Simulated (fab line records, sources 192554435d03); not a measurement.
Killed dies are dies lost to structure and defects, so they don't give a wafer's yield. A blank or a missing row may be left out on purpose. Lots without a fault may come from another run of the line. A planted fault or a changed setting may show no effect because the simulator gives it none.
Problem report in the 8D (eight disciplines) form, filled by code | flow n5_finfet | the parts of the form that need people (team, actions taken, sign-off) are left out

1. THE PROBLEM
spin_speed_rpm at N5_BEOL_M2_COAT_67 reads a mean of 1596.6 rpm on 6 wafers of 2 lots; wafers without a fault read 1500.0 rpm with a standard deviation of 0.95. That is +99 or more standard deviations from the usual mean.
The step: time 60 s, resist thk 60 nm.
First seen on wafer L509.3, day 9 23:23, on litho_track-04. The record holds 12 wafers of 4 lots with a number at this step. Rule for "out", or "out of limits": more than 4 standard deviations from the usual mean. The other wafers with a number count as sound.

2. WHAT IT IS AND WHAT IT IS NOT
question                    | is                     | is not
which readings at this step | spin_speed_rpm         | heater_power_total_W
which lots                  | L509, L511             | L502, L514
which wafers of those lots  | all that have a number | -
read on which tools         | litho_track-04         | litho_track-01
when                        | from day 9 23:23       | up to then (3 sound wafers); but 3 sound wafers of L514 came after

3. SUSPECTS, AND WHAT RULES EACH OUT
Counting: a tool at a process step up to the reading stays a suspect if it ran every lot that is out and no sound lot after the first of them.
- litho_track-04 at N5_BEOL_M2_COAT_67 (time 60 s, resist thk 60 nm): kept. It ran every lot that is out, first L509 (day 9 23:23), and no sound lot after that; its last sound lot up to then is L502 (day 9 01:49). Its own readings are out on those wafers: spin_speed_rpm.
Left after counting: litho_track-04 at N5_BEOL_M2_COAT_67.

4. THE CAUSE (what the simulator had put in)
Process parameter drift: litho_track-04, from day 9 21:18 on, at N5_BEOL_M2_COAT_67. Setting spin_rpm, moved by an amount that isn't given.
Counting left only this tool.

5. THE CHAIN OF EFFECTS, in route order
Each row: a reading whose mean over the struck wafers that have a number lies more than 3 standard deviations from the usual. Only readings for which the record gives a usual standard deviation are gone through. hours: the time from each lot's start at the first step in this table that gives one to its start at this step, as a median over the lots. sigmas: the change in usual standard deviations.
hours | step               | reading        | usual      | on struck wafers | change | sigmas
0     | N5_BEOL_M2_COAT_67 | spin_speed_rpm | 1500.0 rpm | 1596.6           | +96.6  | +99 or more
The process steps in it:
- N5_BEOL_M2_COAT_67: time 60 s, resist thk 60 nm.
Later measuring or inspecting steps at which every struck wafer that the step has a row for has a number for every such reading, and none has moved that far: N5_BEOL_M4_RC_MEAS_101.

6. WHAT WOULD HAVE CAUGHT IT SOONER
In this record the first reading out of limits was taken at day 9 23:23, 2 hours after the fault began at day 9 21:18.
